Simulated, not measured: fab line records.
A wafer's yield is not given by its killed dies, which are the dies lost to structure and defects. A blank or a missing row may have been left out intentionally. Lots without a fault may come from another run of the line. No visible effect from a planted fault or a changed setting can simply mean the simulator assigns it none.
Matching of chambers :: flow nand-harc :: NHARC_A_STAIRCASE_DESCUM_186 on rie-diel-10 has 4 sister chambers
The step chemistry O2, time 3 s. 4 wafers are shown with their chamber, then 10 later ones without.

== WAFERS WITH THEIR CHAMBER ==
wafer: L080.5
chamber: 1
drypump-motor-current-A (A): 5.4

wafer: L088.1
chamber: 2
drypump-motor-current-A (A): 6.1

wafer: L091.1
chamber: 0
drypump-motor-current-A (A): 5.2

wafer: L091.2
chamber: 3
drypump-motor-current-A (A): 5.3

== WAFERS MISSING THEIR CHAMBER ==
wafer: L091.3
drypump-motor-current-A (A): 6.1

wafer: L092.1
drypump-motor-current-A (A): 5.4

wafer: L092.3
drypump-motor-current-A (A): 5.3

wafer: L092.4
drypump-motor-current-A (A): 5.2

wafer: L097.1
drypump-motor-current-A (A): 5.3

wafer: L097.2
drypump-motor-current-A (A): 5.2

wafer: L097.5
drypump-motor-current-A (A): 5.5

wafer: L096.1
drypump-motor-current-A (A): 5.4

wafer: L096.5
drypump-motor-current-A (A): 5.2

wafer: L096.6
drypump-motor-current-A (A): 5.4

== WHICH CHAMBER EACH ONE RAN IN ==
wafer: L091.3
from the rows above: 2
in truth: 2

wafer: L092.1
from the rows above: 1
in truth: 1

wafer: L092.3
from the rows above: 3
in truth: 3

wafer: L092.4
from the rows above: 0
in truth: 0

wafer: L097.1
from the rows above: 3
in truth: 3

wafer: L097.2
from the rows above: 0
in truth: 0

wafer: L097.5
from the rows above: 1
in truth: 1

wafer: L096.1
from the rows above: 1
in truth: 1

wafer: L096.5
from the rows above: 0
in truth: 0

wafer: L096.6
from the rows above: 1
in truth: 1
10 of 10 placed correctly. Not placeable from these rows: 0. Number placed wrongly: 0.
How it was worked out, from the rows above alone: a wafer's distance from a chamber is the root of the sum, over the readings, of the square of ((its reading less the chamber's mean) divided by the reading's scatter). The wafer belongs to the nearest chamber; if the next one is less than 2 further off, it can't be placed. For every chamber, the mean is computed from those of its wafers that are shown. The scatter (one wafer shown for each chamber): square how far every hidden wafer sits from the nearest shown wafer, average those squares and take the square root.
